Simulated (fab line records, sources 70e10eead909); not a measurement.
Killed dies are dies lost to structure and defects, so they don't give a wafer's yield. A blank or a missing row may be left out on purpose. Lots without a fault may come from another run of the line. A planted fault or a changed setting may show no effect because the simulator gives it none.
Chamber matching | flow nand_harc | NHARC_A_CHANNEL_FILL_D2_CMP_10 on cmp-03: 4 sister chambers
The step polishes, target thk 150 nm. 8 wafers are shown with their chamber, then 10 later ones without.

WAFERS WITH THEIR CHAMBER
wafer  | chamber | motor_current_A (A) | time_to_endpoint_s (s)
L079.5 | 2       | 12.1                | 16.5
L081.5 | 2       | 11.3                | 10.5
L082.1 | 3       | 10.0                | 8.4
L082.4 | 1       | 12.0                | 10.3
L087.2 | 1       | 12.0                | 14.4
L087.6 | 3       | 10.3                | 17.2
L089.4 | 0       | 9.8                 | 17.0
L089.5 | 0       | 9.9                 | 15.3

WAFERS WITHOUT THEIR CHAMBER
wafer  | motor_current_A (A) | time_to_endpoint_s (s)
L089.6 | 10.2                | 14.4
L090.1 | 13.0                | 13.0
L090.4 | 11.9                | 15.2
L090.5 | 9.8                 | 12.9
L093.2 | 12.1                | 13.7
L093.3 | 11.9                | 16.5
L093.6 | 12.7                | 14.5
L096.3 | 11.8                | 9.6
L096.4 | 12.2                | 9.3
L096.5 | 11.5                | 11.5

WHICH CHAMBER EACH WENT THROUGH
wafer  | from the rows above     | in truth
L089.6 | can't be placed: 3 or 0 | 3
L090.1 | can't be placed: 1 or 2 | 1
L090.4 | can't be placed: 1 or 2 | 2
L090.5 | can't be placed: 0 or 3 | 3
L093.2 | can't be placed: 1 or 2 | 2
L093.3 | can't be placed: 2 or 1 | 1
L093.6 | can't be placed: 1 or 2 | 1
L096.3 | can't be placed: 1 or 2 | 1
L096.4 | can't be placed: 1 or 2 | 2
L096.5 | can't be placed: 2 or 1 | 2
Placed correctly: 0 of 10. Can't be placed from these rows: 10 (the true chamber is among the candidates in 10). Placed wrongly: 0.
How it was worked out, from the rows above alone: a wafer's distance from a chamber is the root of the sum, over the readings, of the square of ((its reading less the chamber's mean) divided by the reading's scatter). The wafer belongs to the nearest chamber; if the next one is less than 2 further off, it can't be placed. A chamber's mean is the mean of its shown wafers. The scatter: the root of (the sum of the squares of (reading less its chamber's mean) over the shown wafers, divided by (wafers less chambers)).
